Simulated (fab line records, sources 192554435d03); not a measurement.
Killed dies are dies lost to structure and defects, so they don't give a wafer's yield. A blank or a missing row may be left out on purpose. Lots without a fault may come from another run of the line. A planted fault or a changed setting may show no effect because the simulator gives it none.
Split-lot experiment | flow n5_finfet | 7 lots, 21 wafers read, on a route of 1938 steps

THE SPLIT
At N5_DUMMY_GATE_COAT_34 (time 60 s, resist thk 60 nm), the setting spin_rpm was moved away from the recipe's 1500 rpm on 7 of the 21 wafers read, by -9.8% to +9.4%. The other wafers ran this setting at the recipe's value.

FROM THE SPLIT TO THE READING: what the file shows between them, 8 steps
- N5_DUMMY_GATE_COAT_35: time 60 s, resist thk 10 nm
- N5_DUMMY_GATE_COAT_28: time 60 s, resist thk 10 nm
- N5_DUMMY_GATE_ETCH_29: etches underlayer in N2/H2, target depth 13 nm
- N5_DUMMY_GATE_ETCH_36: etches SiARC in CF4, target depth 13 nm
- N5_DUMMY_GATE_ETCH_37: etches SOC in N2/H2, target depth 60 nm, overetch 30 nm
- N5_DUMMY_GATE_STRIP_38: strips in N2/H2
- N5_DUMMY_GATE_STRIP_39: strips in N2/H2
- N5_DUMMY_GATE_STRIP_40: strips in CF4

THE READING
SOC_of_DUMMY_GATE_COAT_34.thk_nm (the simulator's own value, which no gauge read), in nm, at N5_DUMMY_GATE_ETCH_31 (etches SiO2 in C4F6/O2, target depth 82.5 nm, time 27.5 s). The file gives no usual value for it. The 14 wafers here that ran the recipe average 51.8 nm, standard deviation 0.36 nm.

wafer  | tool, chamber at the split | spin_rpm as run, rpm | against the recipe | SOC_of_DUMMY_GATE_COAT_34.thk_nm, nm | against lot-mates on the recipe
L074.1 | litho_track-02, 0          | 1500                 | recipe             | 51.8                                 | -
L074.4 | litho_track-02, 0          | 1577                 | +5.1%              | 50                                   | -1.8
L074.5 | litho_track-02, 0          | 1577                 | +5.1%              | 50.2                                 | -1.6
L075.3 | litho_track-02, 0          | 1500                 | recipe             | 51.8                                 | -
L075.5 | litho_track-02, 0          | 1500                 | recipe             | 51.8                                 | -
L075.4 | litho_track-02, 0          | 1500                 | recipe             | 51.6                                 | -
L076.3 | litho_track-02, 0          | 1500                 | recipe             | 51.4                                 | -
L076.4 | litho_track-02, 0          | 1500                 | recipe             | 51.6                                 | -
L076.6 | litho_track-02, 0          | 1623                 | +8.2%              | 49                                   | -2.5
L078.2 | litho_track-04, 0          | 1641                 | +9.4%              | 49.6                                 | -2.8
L078.5 | litho_track-04, 0          | 1500                 | recipe             | 52.4                                 | -
L078.6 | litho_track-04, 0          | 1500                 | recipe             | 52.4                                 | -
L089.1 | litho_track-02, 0          | 1500                 | recipe             | 51.6                                 | -
L089.3 | litho_track-02, 0          | 1353                 | -9.8%              | 54.4                                 | +3.0
L089.4 | litho_track-02, 0          | 1500                 | recipe             | 51.2                                 | -
L091.2 | litho_track-05, 0          | 1500                 | recipe             | 52.4                                 | -
L091.3 | litho_track-05, 0          | 1500                 | recipe             | 52                                   | -
L091.4 | litho_track-05, 0          | 1500                 | recipe             | 51.6                                 | -
L092.1 | litho_track-02, 0          | 1385                 | -7.7%              | 54.2                                 | +2.6
L092.2 | litho_track-02, 0          | 1385                 | -7.7%              | 54.2                                 | +2.6
L092.4 | litho_track-02, 0          | 1500                 | recipe             | 51.6                                 | -

THE FIT
A straight line over all 21 wafers: SOC_of_DUMMY_GATE_COAT_34.thk_nm changes by -0.292 nm for each +1% of spin_rpm; r = -0.97; the points scatter about the line by 0.36 nm.
The same after taking each lot's own level away (the mean of its wafers on the recipe; 21 wafers): -0.317 nm for each +1%; r = -0.99; scatter 0.18 nm.
On that fit, the largest move of spin_rpm shifts the reading by 3.1 nm.
The lots' own levels span 51.40 to 52.40 nm, that is 2.8 times the standard deviation above.
So the lot-to-lot level changes the slope little: the two slopes agree.
Check: with one of the wafers moved furthest among these (-9.8%) left out of the fit, the line predicts +3.17 nm for it against its lot-mates. It came out at +3 nm against them.

THE WHOLE CHAIN: every reading that the file lists as answering this split, in the file's order
step                  | what it does                                              | reading                                                                           | change (the file's fit)               | r (the file's)
N5_DUMMY_GATE_COAT_34 | time 60 s, resist thk 60 nm                               | SOC_of_DUMMY_GATE_COAT_34.thk_nm (the simulator's own value, which no gauge read) | -0.303 nm for each +1% of the setting | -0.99
N5_DUMMY_GATE_ETCH_37 | etches SOC in N2/H2, target depth 60 nm, overetch 30 nm   | etch.depth_nm (the simulator's own value, which no gauge read)                    | -0.305 nm for each +1% of the setting | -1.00
N5_DUMMY_GATE_ETCH_31 | etches SiO2 in C4F6/O2, target depth 82.5 nm, time 27.5 s | SOC_of_DUMMY_GATE_COAT_34.thk_nm (the simulator's own value, which no gauge read) | -0.311 nm for each +1% of the setting | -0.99

THE FILE'S OWN FIT
SOC_of_DUMMY_GATE_COAT_34.thk_nm changes by -0.311 nm for each +1% of spin_rpm, r = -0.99.
